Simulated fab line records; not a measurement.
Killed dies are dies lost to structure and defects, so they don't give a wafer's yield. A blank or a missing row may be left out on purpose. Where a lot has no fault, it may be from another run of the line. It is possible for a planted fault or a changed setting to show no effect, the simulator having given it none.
fab line records -- flow nand_harc
record: lots: 14, wafers: 42, last_day: 24
route steps=1159 shown A_CONTACT@945 A_BLC@969 END@1159
lots untouched by any fault: they come from a run of this same line in which no faults occurred
start_h: the number of hours between the record's first day and the start of the first shown wafer of the lot -- wait_h: hours elapsed since this lot's preceding step -- " unchanged from the row above -- L1.1+2: a single row standing in for several wafers -- - value missing, or start not given -- * or withheld: withheld -- < > ~ a bound
route shown NAME@n: a module of which the file shows steps, and the number in the route of the first -- usual: mean/standard deviation of fault-free wafers -- same: alike in all rows -- chamber/n: place in a boat -- sites: per-site readings -- _std_site: how widely they spread, as a standard deviation -- _edge_site: inner sites' mean taken away from outer sites' mean -- radius_mm: for every site, how far away it sits from the centre of the wafer -- mask NAME#n: copy n -- behind: the most recent tool/chamber to have shaped the wafer -- hold: the reason the lot was held/the length of the hold in hours/how it ended -- device: the n, p or np transistor that did not switch -- end of line: the tests these same wafers got at the end of their route -- a step with no rows: only its recipe -- killed: not the wafer's yield, but the dies lost to structure and defects at the first sort -- map: shows each die of a wafer: x if killed, . if not, _ if none is there
set.NAME: the run value of the setting; set.NAME@STEP: its run value at that earlier step -- model.NAME: the simulator's own value behind a step, which no gauge read
the route's steps for a sample of lots (tables are steps, rows are wafers)
services: a tool's chamber out of use, with start hour (start_h, from the record's first day; less than 0 if before it), hours out, and reason
== steps ==
step: NHARC_A_CONTACT_ETCH_136
recipe: source_w: withheld, pressure_mtorr: 20, bias_v: 3000, time_s: 132, target_depth_a: 12870, ar_flow_sccm: withheld, c4f8_flow_sccm: withheld, o2_flow_sccm: withheld, chemistry: C4F8/O2/Ar
lot.wafer,tool,chamber,start_h,wait_h,rf_hours_counter_h
L168.2,har_cap_etch-02,1,391.65,0.1,13
L168.6,har_cap_etch-02,0,391.65,0.1,-
L168.5,har_cap_etch-02,1,391.65,0.1,-
L169.2,har_cap_etch-03,0,393.90,0.1,86
L169.3,har_cap_etch-03,1,393.90,0.1,-
L169.4,har_cap_etch-03,0,393.90,0.1,-
L170.4,har_cap_etch-01,0,396.14,0.1,-
L170.3,har_cap_etch-01,1,396.14,0.1,-
L170.6,har_cap_etch-01,0,396.14,0.1,-
L166.1,har_cap_etch-03,0,396.83,0.1,87
L166.4,har_cap_etch-03,1,396.83,0.1,-
L166.3,har_cap_etch-03,0,396.83,0.1,-
L171.3,har_cap_etch-02,0,407.29,0.1,-
L171.4,har_cap_etch-02,1,407.29,0.1,-
L171.5,har_cap_etch-02,0,407.29,0.1,-
L167.1,har_cap_etch-01,1,409.54,0.1,68
L167.3,har_cap_etch-01,1,409.54,0.1,-
L167.6,har_cap_etch-01,0,409.54,0.1,-
L173.2,har_cap_etch-01,0,434.15,0.1,72
L173.4,har_cap_etch-01,1,434.15,0.1,-
L173.3,har_cap_etch-01,0,434.15,0.1,-
L175.2,har_cap_etch-03,0,438.33,0.1,92
L175.4,har_cap_etch-03,1,438.33,0.1,-
L175.6,har_cap_etch-03,0,438.33,0.1,-
L176.2,har_cap_etch-02,1,461.72,0.1,24
L176.1,har_cap_etch-02,0,461.72,0.1,24
L176.3,har_cap_etch-02,0,461.72,0.1,-
L177.3,har_cap_etch-03,0,465.23,0.1,-
L177.6,har_cap_etch-03,1,465.23,0.1,-
L177.5,har_cap_etch-03,0,465.23,0.1,-
L179.1,har_cap_etch-02,0,465.30,0.1,25
L179.3,har_cap_etch-02,0,465.30,0.1,-
L179.5,har_cap_etch-02,0,465.30,0.1,-
L178.1,har_cap_etch-01,0,474.47,0.1,80
L178.3,har_cap_etch-01,0,474.47,0.1,-
L178.4,har_cap_etch-01,1,474.47,0.1,-
L188.1,har_cap_etch-01,0,515.72,0.1,88
L188.2,har_cap_etch-01,1,515.72,0.1,88
L188.6,har_cap_etch-01,1,515.72,0.1,-
L189.2,har_cap_etch-03,0,516.87,0.1,109
L189.3,har_cap_etch-03,1,516.87,0.1,-
L189.6,har_cap_etch-03,1,516.87,0.1,-
step: NHARC_A_CONTACT_CMP_20
recipe: t_overpolish_s: 30, target_thk_nm: 300
usual: edge_zone_pressure_frac: 1.000/0.005, motor_current_A: 12.1/0.82, overpolish_run_s: 30.002/0.0085, time_to_endpoint_s: 60/3.4
lot.wafer,tool,chamber,start_h,wait_h,edge_zone_pressure_frac,motor_current_A,overpolish_run_s,time_to_endpoint_s
L168.2,cmp-03,0,397.11,0.8,1.002,11.5,29.999,60
L168.6,cmp-03,0,397.11,0.8,0.996,10.8,30.002,59
L168.5,cmp-03,1,397.11,0.8,1.004,12.5,30.005,62
L169.2,cmp-02,2,397.73,0.8,0.997,12.0,30.005,66
L169.3,cmp-02,3,397.73,0.8,1.002,11.1,29.998,60
L169.4,cmp-02,1,397.73,0.8,1.001,12.8,30.002,62
L170.4,cmp-03,3,399.38,0.5,0.994,13.1,30.004,64
L170.3,cmp-03,1,399.38,0.5,0.995,12.6,30.000,61
L170.6,cmp-03,0,399.38,0.5,1.007,11.3,30.005,61
L166.4,cmp-02,0,399.88,0.5,1.002,11.6,29.994,61
L166.1,cmp-02,2,399.88,0.5,1.007,12.1,30.015,69
L166.3,cmp-02,3,399.88,0.5,1.006,11.6,30.007,66
L171.4,cmp-03,1,410.35,0.5,1.002,12.6,29.995,58
L171.3,cmp-03,2,410.35,0.5,1.003,12.1,30.003,58
L171.5,cmp-03,2,410.35,0.5,1.007,12.1,29.997,60
L167.3,cmp-01,1,419.54,0.4,1.009,10.6,30.010,59
L167.1,cmp-01,2,419.54,0.4,0.990,12.3,29.997,59
L167.6,cmp-01,3,419.54,0.4,1.003,13.4,29.997,57
L173.3,cmp-01,1,442.40,0.4,0.998,11.3,30.010,60
L173.2,cmp-01,3,442.40,0.4,1.005,12.8,30.006,60
L173.4,cmp-01,0,442.40,0.4,1.000,11.5,29.988,55
L175.4,cmp-03,0,443.18,0.4,1.000,11.2,30.001,56
L175.2,cmp-03,1,443.18,0.4,1.005,13.5,30.002,60
L175.6,cmp-03,0,443.18,0.4,0.993,11.3,30.005,56
L176.2,cmp-01,2,467.59,0.8,0.997,12.4,29.998,57
L176.3,cmp-01,3,467.59,0.8,0.995,13.0,29.999,59
L176.1,cmp-01,0,467.59,0.8,1.005,11.8,30.013,59
L177.3,cmp-01,0,471.22,0.5,1.007,12.2,29.999,61
L177.5,cmp-01,1,471.22,0.5,0.996,10.5,29.999,64
L177.6,cmp-01,2,471.22,0.5,1.004,12.5,30.015,61
L179.1,cmp-02,1,471.90,0.7,0.996,13.3,30.013,62
L179.3,cmp-02,2,471.90,0.7,0.997,10.8,30.000,67
L179.5,cmp-02,1,471.90,0.7,1.003,13.4,29.995,63
L178.4,cmp-03,1,480.41,0.4,1.009,12.3,30.000,56
L178.3,cmp-03,3,480.41,0.4,0.999,13.5,30.025,58
L178.1,cmp-03,0,480.41,0.4,0.993,11.3,30.012,52
L188.1,cmp-03,1,522.48,0.8,1.001,13.3,30.008,60
L188.2,cmp-03,2,522.48,0.8,0.999,12.3,30.006,58
L188.6,cmp-03,2,522.48,0.8,1.006,11.7,29.991,58
L189.2,cmp-03,0,523.35,0.8,0.995,11.7,29.998,58
L189.3,cmp-03,1,523.35,0.8,1.001,12.5,30.000,60
L189.6,cmp-03,0,523.35,0.8,0.991,11.1,29.994,60
step: NHARC_A_BLC_SOFTBAKE_05
recipe: temp_c: 105, time_s: 55
usual: heater_power_total_W: 188.46/0.14
lot.wafer,tool,chamber,start_h,wait_h,heater_power_total_W
L168.2,litho_track-04,0,397,-,188.23
L168.5,litho_track-04,0,397,-,188.43
L168.6,litho_track-04,0,397,-,188.26
L169.2,litho_track-01,0,398,-,188.35
L169.3,litho_track-01,0,398,-,188.34
L169.4,litho_track-01,0,398,-,188.30
L170.3,litho_track-04,0,399,-,188.36
L170.4,litho_track-04,0,399,-,188.41
L170.6,litho_track-04,0,399,-,188.43
L166.1,litho_track-04,0,400,-,188.28
L166.3,litho_track-04,0,400,-,188.34
L166.4,litho_track-04,0,400,-,188.35
L171.3,litho_track-04,0,410,-,188.57
L171.4,litho_track-04,0,410,-,188.33
L171.5,litho_track-04,0,410,-,188.37
L167.1,litho_track-04,0,419,-,188.66
L167.3,litho_track-04,0,419,-,188.49
L167.6,litho_track-04,0,419,-,188.41
L173.2,litho_track-04,0,442,-,188.78
L173.3,litho_track-04,0,442,-,188.40
L173.4,litho_track-04,0,442,-,188.52
L175.2,litho_track-04,0,443,-,188.40
L175.4,litho_track-04,0,443,-,188.43
L175.6,litho_track-04,0,443,-,188.70
L176.1,litho_track-01,0,468,-,188.40
L176.2,litho_track-01,0,468,-,188.26
L176.3,litho_track-01,0,468,-,188.61
L177.3,litho_track-04,0,471,-,188.60
L177.5,litho_track-04,0,471,-,188.42
L177.6,litho_track-04,0,471,-,188.41
L179.1,litho_track-01,0,472,-,188.39
L179.3,litho_track-01,0,472,-,188.44
L179.5,litho_track-01,0,472,-,188.47
L178.1,litho_track-06,0,480,-,188.76
L178.3,litho_track-06,0,480,-,188.27
L178.4,litho_track-06,0,480,-,188.40
L188.1,litho_track-01,0,522,-,178.86
L188.2,litho_track-01,0,522,-,178.93
L188.6,litho_track-01,0,522,-,179.21
L189.2,litho_track-01,0,523,-,178.91
L189.3,litho_track-01,0,523,-,178.91
L189.6,litho_track-01,0,523,-,179.06
step: NHARC_A_BLC_OVL_MEAS_11
usual: overlay_x_nm: 0.3/0.79, overlay_y_nm: 0.0/0.83
lot.wafer,tool,chamber,start_h,wait_h,overlay_x_nm,overlay_y_nm
L168.2,overlay-02,-,398.13,-,1.8,1.1
L168.5,overlay-02,-,398.13,-,1.1,0.8
L168.6,overlay-02,-,398.13,-,1.4,0.5
L169.2,overlay-01,-,398.73,-,0.5,0.2
L169.3,overlay-01,-,398.73,-,0.1,0.6
L169.4,overlay-01,-,398.73,-,1.1,0.0
L170.3,overlay-01,-,400.38,-,0.4,0.6
L170.4,overlay-01,-,400.38,-,0.1,0.8
L170.6,overlay-01,-,400.38,-,0.8,0.5
L166.1,overlay-01,-,400.88,-,-0.4,0.3
L166.3,overlay-01,-,400.88,-,0.4,-0.2
L166.4,overlay-01,-,400.88,-,0.0,-0.4
L171.3,overlay-02,-,411.23,-,1.2,0.1
L171.4,overlay-02,-,411.23,-,1.5,-0.2
L171.5,overlay-02,-,411.23,-,0.7,0.0
L167.1,overlay-02,-,420.51,-,0.0,1.2
L167.3,overlay-02,-,420.51,-,0.7,1.2
L167.6,overlay-02,-,420.51,-,0.2,1.0
L173.2,overlay-01,-,443.41,-,0.2,-0.1
L173.3,overlay-01,-,443.41,-,0.7,0.6
L173.4,overlay-01,-,443.41,-,0.0,0.2
L175.2,overlay-02,-,444.16,-,-0.5,-0.8
L175.4,overlay-02,-,444.16,-,-0.3,-0.3
L175.6,overlay-02,-,444.16,-,-0.3,-0.5
L176.1,overlay-01,-,468.59,-,1.3,1.9
L176.2,overlay-01,-,468.59,-,1.4,2.3
L176.3,overlay-01,-,468.59,-,1.1,1.7
L177.3,overlay-02,-,472.15,-,-0.2,-0.8
L177.5,overlay-02,-,472.15,-,-0.9,-1.3
L177.6,overlay-02,-,472.15,-,-0.7,-0.6
L179.1,overlay-02,-,472.90,-,0.5,-1.3
L179.3,overlay-02,-,472.90,-,-0.4,-2.0
L179.5,overlay-02,-,472.90,-,0.3,-1.0
L178.1,overlay-01,-,481.41,-,-0.6,0.7
L178.3,overlay-01,-,481.41,-,-0.3,1.1
L178.4,overlay-01,-,481.41,-,-0.6,0.5
L188.1,overlay-01,-,523.47,-,0.5,-0.2
L188.2,overlay-01,-,523.47,-,0.5,-0.1
L188.6,overlay-01,-,523.47,-,0.6,-0.1
L189.2,overlay-01,-,524.20,-,0.8,-0.2
L189.3,overlay-01,-,524.20,-,1.1,-0.8
L189.6,overlay-01,-,524.20,-,0.8,-0.6
step: NHARC_END_SORT_01
recipe: temp_c: 25
usual: killed_at_array: 29/11, killed_at_other: 0.6/1, killed_at_periphery: 3.1/2.1, killed_dies: 33/11, killed_open: 3.1/1.9, killed_short: 1.9/1.5
same: gross_dies: 677
lot.wafer,tool,chamber,start_h,wait_h,killed_at_array,killed_at_other,killed_at_periphery,killed_dies,killed_open,killed_short
L176.1,prober-01,0,515.52,2.5,18,0,3,21,5,1
L176.2,prober-01,0,516.33,2.8,27,0,1,28,10,2
L176.3,prober-01,0,517.15,3.1,14,0,4,18,5,1
L179.1,prober-02,0,523.41,2.5,28,2,2,32,2,3
L179.3,prober-02,0,525.04,3.1,26,2,2,30,1,2
L179.5,prober-02,0,526.66,3.8,27,2,4,33,2,0
L178.1,prober-01,0,530.69,2.5,25,0,1,26,3,1
L178.3,prober-01,0,532.27,3.1,26,0,3,29,0,3
L178.4,prober-01,0,533.06,3.4,29,0,2,31,1,2
killed by level:class
L176.1 A_CHANNEL_HOLE_D1:chamber_film_flake=7 A_CHANNEL_FILL_D1:geometric_particle:open=2 A_ZERO_WELL:chamber_film_flake=2 A_CONTACT:chamber_film_flake=2 P_CONTACT:geometric_particle:short=1 P_M2:geometric_particle:open=1 A_ONON_D1:geometric_particle:open=1 A_CONTACT:geometric_particle:open=1
L176.2 A_CHANNEL_HOLE_D1:chamber_film_flake=6 A_STAIRCASE:chamber_film_flake=4 A_CONTACT:geometric_particle:open=3 A_CHANNEL_FILL_D1:geometric_particle:open=2 A_WL_FILL:chamber_film_flake=2 A_CONTACT:chamber_film_flake=2 A_ONON_D1:geometric_particle:open=1 A_ONON_D1:geometric_particle:short=1
L176.3 A_CHANNEL_HOLE_D1:chamber_film_flake=5 A_CONTACT:chamber_film_flake=2 P_GATE:geometric_particle:open=1 P_CONTACT:geometric_particle:open=1 A_ONON_D1:geometric_particle:short=1 A_CHANNEL_HOLE_D1:geometric_particle:open=1 A_CHANNEL_FILL_D1:geometric_particle:open=1 A_WL_FILL:geometric_particle:open=1
L179.1 A_CHANNEL_HOLE_D1:chamber_film_flake=19 A_ZERO_WELL:chamber_film_flake=2 A_STAIRCASE:chamber_film_flake=2 THIN_TSV:chamber_film_flake=2 A_ONON_D1:geometric_particle:short=1 A_SGD_CUT:geometric_particle:short=1 A_WL_FILL:geometric_particle:open=1 A_CONTACT:geometric_particle:short=1
L179.3 A_CHANNEL_HOLE_D1:chamber_film_flake=19 P_M1:chamber_film_flake=2 A_ZERO_WELL:chamber_film_flake=2 A_STAIRCASE:chamber_film_flake=2 THIN_TSV:chamber_film_flake=2 A_ONON_D1:geometric_particle:short=1 A_BLC:geometric_particle:open=1 A_M1:geometric_particle:short=1
L179.5 A_CHANNEL_HOLE_D1:chamber_film_flake=21 P_M1:chamber_film_flake=3 A_STAIRCASE:chamber_film_flake=3 THIN_TSV:chamber_film_flake=2 A_ONON_D1:geometric_particle:open=1 A_CONTACT:geometric_particle:open=1 P_M2:chamber_film_flake=1 A_CONTACT:chamber_film_flake=1
L178.1 A_CHANNEL_HOLE_D1:chamber_film_flake=17 A_STAIRCASE:chamber_film_flake=3 A_CONTACT:chamber_film_flake=2 P_GATE:geometric_particle:open=1 A_ONON_D1:geometric_particle:open=1 A_CONTACT:geometric_particle:short=1 A_M0:geometric_particle:open=1
L178.3 A_CHANNEL_HOLE_D1:chamber_film_flake=14 A_CONTACT:chamber_film_flake=7 P_ZERO_WELL:chamber_film_flake=3 A_STAIRCASE:chamber_film_flake=2 A_CHANNEL_HOLE_D1:geometric_particle:short=1 A_CHANNEL_FILL_D1:geometric_particle:short=1 A_WL_FILL:geometric_particle:short=1
L178.4 A_CHANNEL_HOLE_D1:chamber_film_flake=19 A_STAIRCASE:chamber_film_flake=5 A_CONTACT:chamber_film_flake=3 P_CONTACT:geometric_particle:short=1 A_CHANNEL_FILL_D1:geometric_particle:short=1 A_BLC:geometric_particle:open=1 P_STI:chamber_film_flake=1
== services ==
tool,chamber,start_h,hours,kind
cmp-01,-,376.33,4.0,pm
cmp-01,-,380.33,-,consumable_replace:conditioner
cmp-01,-,380.33,-,consumable_replace:pad
cmp-02,-,422.72,4.0,pm
cmp-02,-,426.72,-,consumable_replace:conditioner
cmp-02,-,426.72,-,consumable_replace:pad
litho_track-01,-,443.00,7.0,pm
cmp-03,-,450.22,4.0,pm
cmp-03,-,454.22,-,consumable_replace:conditioner
cmp-03,-,454.22,-,consumable_replace:pad
cmp-03,-,466.76,5.8,repair
litho_track-06,-,467.00,7.0,pm
cmp-01,-,474.33,4.0,pm
cmp-02,-,475.37,0.5,repair
cmp-01,-,478.33,-,consumable_replace:conditioner
cmp-01,-,478.33,-,consumable_replace:pad
cmp-03,-,481.23,18.0,repair
litho_track-04,-,491.00,7.0,pm
cmp-02,-,496.43,1.2,repair
cmp-01,-,515.74,8.3,repair
cmp-02,-,520.72,4.0,pm
== key ==
first_sign: step: NHARC_A_BLC_SOFTBAKE_05, reading: heater_power_total_W, direction: down, sigmas: 67, usual: *, struck: *
effect none on later readings
met_at NHARC_A_BLC_SOFTBAKE_05
struck_lots L188,L189
tester_left_out L188,L189
loop_trim: step: NHARC_A_BLC_EXPOSE_07, setting: dose, lots: L189
not_acting_at NHARC_A_CONTACT_ETCH_136,NHARC_A_CONTACT_CMP_20,NHARC_A_BLC_OVL_MEAS_11
fault: kind: process_parameter_drift, tool: litho_track-01, chamber: -, onset_h: 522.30, steps: NHARC_A_BLC_SOFTBAKE_05, channel: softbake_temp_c, offset: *, shape: step, end_h: 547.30, acts_in: *, stated: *
tester_left_out: of these lots the tester's yield and bins aren't shown, on N5 and GAA mostly nor the transistor test; their killed dies are dies lost to structure and defects alone, not to doping, threshold or leakage, so they don't give the yield
loop_trim: a control loop set the setting to another value than it would have without faults
